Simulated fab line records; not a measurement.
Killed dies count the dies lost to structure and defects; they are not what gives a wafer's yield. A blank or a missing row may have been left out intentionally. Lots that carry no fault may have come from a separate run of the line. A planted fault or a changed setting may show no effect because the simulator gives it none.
Chamber matching ; flow n5Finfet ; N5_FIN_SAQP_HM_OPEN_73 on rieDiel-03: 4 sister chambers
The step chemistry CHF3/O2, target SiO2, stops on a-Si, target depth 12 nm, time 16.8 s. 8 wafers are shown with their chamber, then 8 later ones without.

## WAFERS PAIRED WITH THEIR CHAMBERS
wafer;chamber;showerheadPlenumPTorr (Torr);drypumpMotorCurrentA (A)
L076.5;2;2.30;4.96
L078.6;2;2.30;4.90
L087.4;1;2.50;5.84
L088.5;3;2.44;5.44
L090.1;3;2.43;5.43
L090.2;1;2.50;5.85
L090.4;0;2.47;5.85
L091.2;0;2.47;5.84

## WAFERS WITH NO CHAMBER GIVEN
wafer;showerheadPlenumPTorr (Torr);drypumpMotorCurrentA (A)
L091.4;2.43;5.43
L091.5;2.50;5.84
L092.1;2.50;5.84
L092.2;2.43;5.42
L092.3;2.58;4.94
L097.2;2.47;5.83
L097.4;2.50;5.84
L097.6;2.43;5.43

## WHICH CHAMBER EACH ONE RAN IN
wafer;from the rows above;in truth
L091.4;3;3
L091.5;1;1
L092.1;1;1
L092.2;3;3
L092.3;can't be placed: 3 or 1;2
L097.2;0;0
L097.4;1;1
L097.6;3;3
7 of 8 placed correctly. Can't be placed from these rows: 1 (the true chamber is among the candidates in 0). 0 placed wrongly.
How it was worked out, from the rows above alone: a wafer's distance from a chamber is the root of the sum, over the readings, of the square of ((its reading less the chamber's mean) divided by the reading's scatter). The wafer belongs to the nearest chamber; if the next one is less than 2 further off, it can't be placed. Each chamber's mean is taken over the wafers shown for it. The scatter is the square root of a quotient: the sum, over the shown wafers, of each reading's squared deviation from its chamber's mean, divided by wafers minus chambers.
